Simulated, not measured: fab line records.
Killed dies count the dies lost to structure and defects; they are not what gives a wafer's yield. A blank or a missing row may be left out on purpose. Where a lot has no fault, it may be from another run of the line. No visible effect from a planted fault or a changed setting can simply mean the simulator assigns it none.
fab line records -- flow nand-harc
[record] lots = 12, wafers = 36, last-day = 33
route steps=1302 shown P_GATE@182 P_CONTACT@219
lots that met no fault: from a run of the same line without faults
start-h: start of the lot's first displayed wafer, in hours after the record's first day -- wait-h: time in hours since the lot's previous step -- " repeats the value in the row above -- L1.1+2: one row covering several wafers at once -- - no value, or no start given -- * or withheld: withheld -- < > ~ a bound
route shown NAME@n: names a module that has steps shown in the file, with the first one's number in the route -- usual: mean/standard deviation of fault-free wafers -- same: alike in all rows -- chamber/n: place in a boat -- sites: each site's reading -- _std_site: the standard deviation of these -- _edge_site: the outer-site mean with the inner-site mean subtracted -- radius-mm: for every site, how far away it sits from the centre of the wafer -- mask NAME#n: copy n -- behind: tool/chamber where the wafer was last shaped -- hold: cause of the lot's hold/its duration in hours/its outcome -- device: whichever transistor did not switch (one of n, p or np) -- end of line: tests run on the same wafers once the route is complete -- a step with no rows: only its recipe -- killed: not the wafer's yield, but the dies lost to structure and defects at the first sort -- map: per-die view of a wafer (x killed, . not killed, _ where there is no die)
set.NAME: the setting that was run; set.NAME@STEP: the one run at that earlier step -- model.NAME: the simulator's own value behind a step, which no gauge read
route steps across a sampled set of lots; one table per step, one row per wafer
services: a tool's chamber out of use, with start hour (start-h, from the record's first day; less than 0 if before it), hours out, and reason
[[steps]]
[step NHARC_P_GATE_EXPOSE_56]
[recipe] na = 0.6, target-cd-nm = 720, dose-mj = 14.81, mask-id = P_PSD
[usual] stage-vel-mm-s = 500.01/0.26
[same] na = 0.6
lot.wafer,tool,chamber,start-h,wait-h,mask,stage-vel-mm-s
L687.1,krf-scanner-03,0,120.44,-,P_PSD#0,500.75
L687.2,krf-scanner-03,0,120.44,-,P_PSD#0,500.40
L687.5,krf-scanner-03,0,120.44,-,P_PSD#0,500.27
L690.4,krf-scanner-04,0,153.24,-,P_PSD#0,499.79
L690.5,krf-scanner-04,0,153.24,-,P_PSD#0,499.91
L690.6,krf-scanner-04,0,153.24,-,P_PSD#0,499.68
L692.3,krf-scanner-03,0,170.21,-,P_PSD#0,500.02
L692.4,krf-scanner-03,0,170.21,-,P_PSD#0,499.96
L692.6,krf-scanner-03,0,170.21,-,P_PSD#0,500.31
L693.1,krf-scanner-04,0,175.18,-,P_PSD#0,499.92
L693.2,krf-scanner-04,0,175.18,-,P_PSD#0,500.08
L693.5,krf-scanner-04,0,175.18,-,P_PSD#0,500.10
L695.2,krf-scanner-04,0,197.07,-,P_PSD#0,499.70
L695.3,krf-scanner-04,0,197.07,-,P_PSD#0,499.72
L695.6,krf-scanner-04,0,197.07,-,P_PSD#0,500.08
L696.1,krf-scanner-04,0,214.03,-,P_PSD_R1#0,499.50
L696.3,krf-scanner-04,0,214.03,-,P_PSD_R1#0,499.77
L696.6,krf-scanner-04,0,214.03,-,P_PSD_R1#0,499.66
L697.1,krf-scanner-01,0,221.32,-,P_PSD#0,499.89
L697.3,krf-scanner-01,0,221.32,-,P_PSD#0,500.33
L697.6,krf-scanner-01,0,221.32,-,P_PSD#0,500.20
L698.4,krf-scanner-04,0,231.54,-,P_PSD#0,499.83
L698.5,krf-scanner-04,0,231.54,-,P_PSD#0,499.92
L698.6,krf-scanner-04,0,231.54,-,P_PSD#0,499.69
L702.1,krf-scanner-01,0,276.67,-,P_PSD#0,500.41
L702.4,krf-scanner-01,0,276.67,-,P_PSD#0,500.16
L702.5,krf-scanner-01,0,276.67,-,P_PSD#0,499.75
L707.4,krf-scanner-04,0,315.54,-,P_PSD#0,499.66
L707.5,krf-scanner-04,0,315.54,-,P_PSD#0,500.30
L707.6,krf-scanner-04,0,315.54,-,P_PSD#0,499.88
L706.2,krf-scanner-03,0,315.78,-,P_PSD#0,500.09
L706.3,krf-scanner-03,0,315.78,-,P_PSD#0,500.12
L706.4,krf-scanner-03,0,315.78,-,P_PSD#0,500.27
L708.1,krf-scanner-03,0,328.79,-,P_PSD#0,500.10
L708.3,krf-scanner-03,0,328.79,-,P_PSD#0,499.98
L708.6,krf-scanner-03,0,328.79,-,P_PSD#0,499.84
[step NHARC_P_GATE_CD_MEAS_59]
[recipe] target-cd-nm = 720, landing-energy-ev = 500
[usual] cd-nm = 720.2/1.5
lot.wafer,tool,chamber,start-h,wait-h,cd-nm
L687.1,cd-sem-02,0,120.59,-,718.7
L687.2,cd-sem-02,0,120.59,-,716.4
L687.5,cd-sem-02,0,120.59,-,720.2
L690.4,cd-sem-01,0,153.39,-,721.7
L690.5,cd-sem-01,0,153.39,-,722.3
L690.6,cd-sem-01,0,153.39,-,721.6
L692.3,cd-sem-02,0,170.36,-,721.6
L692.4,cd-sem-02,0,170.36,-,719.3
L692.6,cd-sem-02,0,170.36,-,717.1
L693.1,cd-sem-01,0,175.34,-,720.9
L693.2,cd-sem-01,0,175.34,-,720.9
L693.5,cd-sem-01,0,175.34,-,719.4
L695.2,cd-sem-01,0,197.23,-,721.1
L695.3,cd-sem-01,0,197.23,-,722.4
L695.6,cd-sem-01,0,197.23,-,722.2
L696.1,cd-sem-01,0,214.19,-,744.2
L696.3,cd-sem-01,0,214.19,-,746.7
L696.6,cd-sem-01,0,214.19,-,744.4
L697.1,cd-sem-03,0,221.47,-,721.4
L697.3,cd-sem-03,0,221.47,-,722.7
L697.6,cd-sem-03,0,221.47,-,719.6
L698.4,cd-sem-02,0,231.69,-,719.7
L698.5,cd-sem-02,0,231.69,-,719.6
L698.6,cd-sem-02,0,231.69,-,720.5
L702.1,cd-sem-03,0,276.82,-,720.5
L702.4,cd-sem-03,0,276.82,-,718.5
L702.5,cd-sem-03,0,276.82,-,718.3
L707.4,cd-sem-03,0,315.69,-,718.6
L707.5,cd-sem-03,0,315.69,-,718.9
L707.6,cd-sem-03,0,315.69,-,721.6
L706.2,cd-sem-03,0,315.93,-,719.4
L706.3,cd-sem-03,0,315.93,-,719.1
L706.4,cd-sem-03,0,315.93,-,719.5
L708.1,cd-sem-01,0,328.94,-,719.8
L708.3,cd-sem-01,0,328.94,-,718.5
L708.6,cd-sem-01,0,328.94,-,717.6
[step NHARC_P_GATE_STRIP_112]
[recipe] power-w = 1500, temp-c = 110, time-s = 200, chemistry = N2/H2
[usual] drypump-motor-current-A = 6.0/0.4, heater-power-w = 84/6
lot.wafer,tool,chamber,start-h,wait-h,drypump-motor-current-A,heater-power-w,rf-hours-counter-h
L687.1,plasma-asher-01,1,121.13,0.2,5.6,75,24
L687.2,plasma-asher-01,0,121.13,0.2,6.5,85,24
L687.5,plasma-asher-01,1,121.13,0.2,5.6,77,-
L690.4,plasma-asher-01,0,154.04,0.2,6.5,86,-
L690.5,plasma-asher-01,1,154.04,0.2,5.6,77,-
L690.6,plasma-asher-01,0,154.04,0.2,6.5,85,-
L692.3,plasma-asher-02,0,170.97,0.2,6.2,80,-
L692.4,plasma-asher-02,1,170.97,0.2,5.5,92,-
L692.6,plasma-asher-02,0,170.97,0.2,6.2,80,-
L693.1,plasma-asher-02,0,175.87,0.2,6.2,79,22
L693.2,plasma-asher-02,1,175.87,0.2,5.6,94,22
L693.5,plasma-asher-02,1,175.87,0.2,5.6,92,-
L695.2,plasma-asher-02,0,197.80,0.2,6.1,79,27
L695.3,plasma-asher-02,1,197.80,0.2,5.6,93,-
L695.6,plasma-asher-02,1,197.80,0.2,5.6,94,-
L696.1,plasma-asher-02,1,214.76,0.2,5.6,92,29
L696.3,plasma-asher-02,0,214.76,0.2,6.1,78,-
L696.6,plasma-asher-02,0,214.76,0.2,6.1,81,-
L697.1,plasma-asher-02,1,222.03,0.2,5.6,92,31
L697.3,plasma-asher-02,0,222.03,0.2,6.2,80,-
L697.6,plasma-asher-02,1,222.03,0.2,5.6,92,-
L698.4,plasma-asher-02,1,232.34,0.2,5.6,91,-
L698.6,plasma-asher-02,0,232.34,0.2,6.2,80,-
L698.5,plasma-asher-02,1,232.34,0.2,5.6,92,-
L702.1,plasma-asher-01,0,277.37,0.2,6.5,90,21
L702.4,plasma-asher-01,0,277.37,0.2,6.5,90,-
L702.5,plasma-asher-01,0,277.37,0.2,6.5,88,-
L707.4,plasma-asher-01,1,316.32,0.2,5.7,76,-
L707.6,plasma-asher-01,1,316.32,0.2,5.6,78,-
L707.5,plasma-asher-01,0,316.32,0.2,6.5,90,-
L706.2,plasma-asher-02,1,316.50,0.2,5.5,89,12
L706.3,plasma-asher-02,0,316.50,0.2,6.1,84,-
L706.4,plasma-asher-02,1,316.50,0.2,5.5,88,-
L708.1,plasma-asher-01,0,329.52,0.2,6.6,88,33
L708.3,plasma-asher-01,1,329.52,0.2,5.7,76,-
L708.6,plasma-asher-01,1,329.52,0.2,5.6,75,-
[step NHARC_P_GATE_STRIP_95]
[recipe] power-w = 1500, temp-c = 250, chemistry = O2
[usual] drypump-motor-current-A = 6.0/0.4, heater-power-w = 314/22
lot.wafer,tool,chamber,start-h,wait-h,drypump-motor-current-A,heater-power-w,rf-hours-counter-h
L687.2,plasma-asher-01,0,123.42,0.6,6.5,323,25
L687.1,plasma-asher-01,1,123.42,0.6,5.7,291,25
L687.5,plasma-asher-01,1,123.42,0.6,5.7,283,-
L690.4,plasma-asher-02,1,156.37,0.3,5.6,339,-
L690.6,plasma-asher-02,0,156.37,0.3,6.2,301,-
L690.5,plasma-asher-02,1,156.37,0.3,5.5,344,-
L692.3,plasma-asher-02,0,173.32,0.4,6.2,298,-
L692.4,plasma-asher-02,1,173.32,0.4,5.6,341,-
L692.6,plasma-asher-02,1,173.32,0.4,5.6,341,-
L693.2,plasma-asher-01,0,178.22,0.6,6.5,339,2
L693.1,plasma-asher-01,1,178.22,0.6,5.6,289,2
L693.5,plasma-asher-01,0,178.22,0.6,6.5,328,-
L695.2,plasma-asher-01,0,200.18,0.5,6.5,336,5
L695.3,plasma-asher-01,1,200.18,0.5,5.7,286,-
L695.6,plasma-asher-01,1,200.18,0.5,5.7,285,-
L696.1,plasma-asher-02,0,217.15,0.6,6.2,300,30
L696.3,plasma-asher-02,0,217.15,0.6,6.2,293,-
L696.6,plasma-asher-02,1,217.15,0.6,5.5,338,-
L697.1,plasma-asher-01,0,224.47,0.5,6.5,336,9
L697.3,plasma-asher-01,1,224.47,0.5,5.6,291,-
L697.6,plasma-asher-01,0,224.47,0.5,6.5,331,-
L698.4,plasma-asher-01,1,234.66,0.4,5.7,298,-
L698.6,plasma-asher-01,1,234.66,0.4,5.6,287,-
L698.5,plasma-asher-01,0,234.66,0.4,6.5,333,-
L702.1,plasma-asher-01,0,279.67,0.5,6.5,346,22
L702.4,plasma-asher-01,1,279.67,0.5,5.6,291,-
L702.5,plasma-asher-01,1,279.67,0.5,5.7,285,-
L707.4,plasma-asher-02,1,318.67,0.4,5.6,337,-
L707.6,plasma-asher-02,1,318.67,0.4,5.5,328,-
L707.5,plasma-asher-02,0,318.67,0.4,6.2,302,-
L706.2,plasma-asher-01,1,318.89,0.6,5.6,291,31
L706.4,plasma-asher-01,1,318.89,0.6,5.6,284,-
L706.3,plasma-asher-01,0,318.89,0.6,6.5,331,-
L708.1,plasma-asher-01,1,331.78,0.5,5.6,286,34
L708.3,plasma-asher-01,1,331.78,0.5,5.6,292,-
L708.6,plasma-asher-01,1,331.78,0.5,5.6,288,-
[step NHARC_P_CONTACT_CMP_01]
[recipe] target-thk-nm = 200, material = SiO2
[usual] motor-current-A = 12.3/1.4, slurry-filter-dp-kPa = 13.49/0.15, slurry-flow-ml-min = 150.0/0.47
lot.wafer,tool,chamber,start-h,wait-h,motor-current-A,slurry-filter-dp-kPa,slurry-flow-ml-min
L687.1,cmp-01,1,126.05,-,14.9,13.51,150.9
L687.2,cmp-01,3,126.05,-,12.1,13.67,149.7
L687.5,cmp-01,2,126.05,-,10.3,13.58,149.2
L690.4,cmp-01,2,159.11,-,10.5,13.68,149.6
L690.6,cmp-01,3,159.11,-,11.8,13.59,149.7
L690.5,cmp-01,0,159.11,-,13.0,13.30,149.8
L692.3,cmp-01,2,175.91,-,11.0,13.29,149.5
L692.4,cmp-01,0,175.91,-,11.5,13.60,150.0
L692.6,cmp-01,3,175.91,-,12.1,13.44,150.9
L693.1,cmp-02,0,180.93,-,12.0,13.39,149.9
L693.2,cmp-02,1,180.93,-,13.1,13.36,150.3
L693.5,cmp-02,2,180.93,-,11.4,13.32,149.4
L695.2,cmp-03,2,202.79,-,10.7,13.49,149.6
L695.3,cmp-03,0,202.79,-,11.1,13.37,149.4
L695.6,cmp-03,2,202.79,-,11.0,13.68,149.4
L696.3,cmp-02,2,219.78,-,11.1,13.57,150.6
L696.1,cmp-02,3,219.78,-,11.1,13.47,150.2
L696.6,cmp-02,2,219.78,-,11.6,13.60,150.4
L697.3,cmp-02,2,227.06,-,11.3,13.37,149.2
L697.1,cmp-02,0,227.06,-,11.4,13.45,150.3
L697.6,cmp-02,3,227.06,-,12.1,13.71,150.9
L698.4,cmp-02,3,237.94,-,12.1,13.39,149.6
L698.6,cmp-02,0,237.94,-,11.8,13.52,150.1
L698.5,cmp-02,1,237.94,-,14.3,13.32,149.5
L702.4,cmp-02,1,282.33,-,13.2,13.67,151.1
L702.1,cmp-02,0,282.33,-,11.7,13.41,150.2
L702.5,cmp-02,2,282.33,-,11.2,13.46,150.2
L707.4,cmp-03,3,321.31,-,14.0,13.72,150.1
L707.6,cmp-03,1,321.31,-,13.0,13.14,150.3
L707.5,cmp-03,2,321.31,-,10.5,13.29,149.4
L706.3,cmp-01,0,321.60,-,12.3,13.28,149.5
L706.2,cmp-01,1,321.60,-,15.3,13.36,150.0
L706.4,cmp-01,2,321.60,-,10.5,13.71,149.7
L708.1,cmp-03,0,334.40,-,10.6,13.63,150.6
L708.3,cmp-03,1,334.40,-,12.9,13.60,149.1
L708.6,cmp-03,1,334.40,-,12.8,13.38,149.9
[[services]]
tool,chamber,start-h,hours,kind
krf-scanner-04,-,109.23,1.0,repair
cmp-02,-,135.51,4.0,pm
cmp-03,-,138.34,1.0,repair
krf-scanner-01,-,140.00,4.0,pm
plasma-asher-02,-,146.66,1.4,repair
cmp-03,-,162.61,4.0,pm
plasma-asher-01,-,165.12,9.0,pm
plasma-asher-01,0,165.12,9.0,vent-cycle
plasma-asher-01,1,165.12,9.0,vent-cycle
plasma-asher-01,0,174.12,-,clean
krf-scanner-04,-,182.00,4.0,pm
cmp-01,-,185.50,4.0,pm
krf-scanner-03,-,224.00,4.0,pm
plasma-asher-02,-,228.52,2.1,repair
cmp-02,-,233.51,4.0,pm
plasma-asher-02,-,249.22,9.0,pm
cmp-01,-,253.53,3.7,repair
krf-scanner-04,-,254.81,1.4,repair
cmp-03,-,260.61,4.0,pm
cmp-02,-,264.18,2.4,repair
krf-scanner-03,-,275.49,0.1,repair
cmp-01,-,283.50,4.0,pm
krf-scanner-01,-,312.00,4.0,pm
cmp-02,-,331.51,4.0,pm
[[key]]
[first-sign] step = NHARC_P_GATE_EXPOSE_56, reading = mask, direction = changed
[effect] step = NHARC_P_GATE_CD_MEAS_59, reading = cd-nm, direction = up, sigmas = 17, usual = 720.2, struck = 745.1
met-at NHARC_P_GATE_EXPOSE_56
struck-lots L696
tester-left-out L696
not-acting-at NHARC_P_GATE_STRIP_112,NHARC_P_GATE_STRIP_95,NHARC_P_CONTACT_CMP_01
onset-between 197.07 214.03
[fault] kind = wrong-mask, tool = any, chamber = -, onset-h = 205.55, steps = NHARC_P_GATE_EXPOSE_56, aux-copy = P_PSD_R1#0, cd-offset-nm = 24.959, scope = struck-lots-only
// tester-left-out: of these lots the tester's yield and bins aren't shown, on N5 and GAA mostly nor the transistor test; their killed dies are dies lost to structure and defects alone, not to doping, threshold or leakage, so they don't give the yield
